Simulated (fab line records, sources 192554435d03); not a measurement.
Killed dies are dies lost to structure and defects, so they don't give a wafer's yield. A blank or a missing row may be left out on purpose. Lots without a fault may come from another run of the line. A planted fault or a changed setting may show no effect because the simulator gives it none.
One fault seen from 2 desks | flow n5_finfet | each desk has only its own numbers; what lay behind them comes last

THE METROLOGY DESK
What the gauges read, lot by lot, whatever tool the lot ran on: means of the sampled wafers that have a number. A lot is out of limits, marked OUT, if its mean lies more than 4 standard deviations from the usual mean; the brackets give that distance.
Columns: A = M8_OVL at N5_BEOL_M8_OVL_MEAS_12, usual -0.2 nm; B = trench_depth_nm at N5_BEOL_M8_OCD_MEAS_38, usual 93.4 nm; C = M8_THK at N5_BEOL_M8_THK_MEAS_53, usual 78.7 nm; D = M8_RS at N5_BEOL_M8_RS_MEAS_57, usual 0.287 ohm/sq
lot  | first seen here | A    | B                | C    | D
L492 | day 10 12:02    | 0.3  | 92.6             | 78.5 | 0.288
L495 | day 11 09:15    | 0.0  | 90.6             | 76.1 | 0.300
L497 | day 12 09:28    | -0.4 | 93.9             | 78.1 | 0.290
L500 | day 13 20:35    | -1.1 | 101.2 (+4.3) OUT | 86.0 | 0.258
L502 | day 14 10:27    | -0.2 | 102.2 (+4.9) OUT | 86.7 | 0.256
L503 | day 14 22:56    | -0.4 | 95.6             | 80.6 | 0.280
L511 | day 15 22:07    | -0.2 | 95.5             | 82.7 | 0.271
L512 | day 16 03:25    | 0.5  | 94.9             | 81.2 | 0.275
L514 | day 17 10:59    | 0.4  | 92.5             | 77.7 | 0.297
This desk's finding: out of limits on L500, L502; first on L500, day 13 22:11 (trench_depth_nm at N5_BEOL_M8_OCD_MEAS_38). In limits: L492, L495, L497, L503, L511, L512, L514.

THE TOOL OWNER'S DESK: rie_diel-01
The tool's own readings at N5_BEOL_M8_TRENCH_ETCH_37 (etches SiCOH lowk in C4F6/O2, target depth 93.478 nm, time 31.2 s): means of the sampled wafers that have a number, for each lot that ran on this tool. A lot is out of limits, marked OUT, if its mean lies more than 4 standard deviations from the usual mean; the brackets give that distance.
Columns: A = drypump_motor_current_A at N5_BEOL_M8_TRENCH_ETCH_37, usual 5.6 A; B = oes_o_777_au at N5_BEOL_M8_TRENCH_ETCH_37, usual 0.82 a.u.; C = oes_product_au at N5_BEOL_M8_TRENCH_ETCH_37, usual 0.82 a.u.; D = rf_fwd_power_W at N5_BEOL_M8_TRENCH_ETCH_37, usual 340.5 W; E = rf_vpp_V at N5_BEOL_M8_TRENCH_ETCH_37, usual 664 V; F = showerhead_plenum_p_Torr at N5_BEOL_M8_TRENCH_ETCH_37, usual 2.91 Torr; G = throttle_valve_pct at N5_BEOL_M8_TRENCH_ETCH_37, usual 20.69 %
lot  | first seen here | A   | B    | C    | D               | E              | F    | G
L495 | day 11 11:55    | 5.7 | 0.76 | 0.75 | 342.8           | 658            | 2.95 | 20.73
L500 | day 13 22:02    | 5.3 | 0.92 | 0.78 | 423.3 (+44) OUT | 591 (-4.6) OUT | 2.91 | 21.03
L502 | day 14 14:17    | 5.7 | 1.01 | 0.85 | 425.0 (+44) OUT | 587 (-4.8) OUT | 2.95 | 20.66
L514 | day 17 13:26    | 5.5 | 0.83 | 0.83 | 341.7           | 658            | 2.93 | 20.74
This desk's finding: out of limits on L500, L502; first on L500, day 13 22:02 (rf_fwd_power_W at N5_BEOL_M8_TRENCH_ETCH_37). In limits: L495, L514.

PUT TOGETHER
The tool owner's desk could have raised an alarm at day 13 22:02, on L500, L502.
The metrology desk could have raised an alarm at day 13 22:11, on L500, L502.
Of the lots named, all ran N5_BEOL_M8_TRENCH_ETCH_37 on rie_diel-01.

WHAT THE SIMULATOR HAD PUT IN
Process parameter drift: rie_diel-01, from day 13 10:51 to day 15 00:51, at N5_BEOL_M8_TRENCH_ETCH_37. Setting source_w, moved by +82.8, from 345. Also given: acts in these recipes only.
Lots struck among those shown: L500, L502.
Hours from the fault's start to each desk's first reading out of limits: the tool owner's desk, 11; the metrology desk, 11.
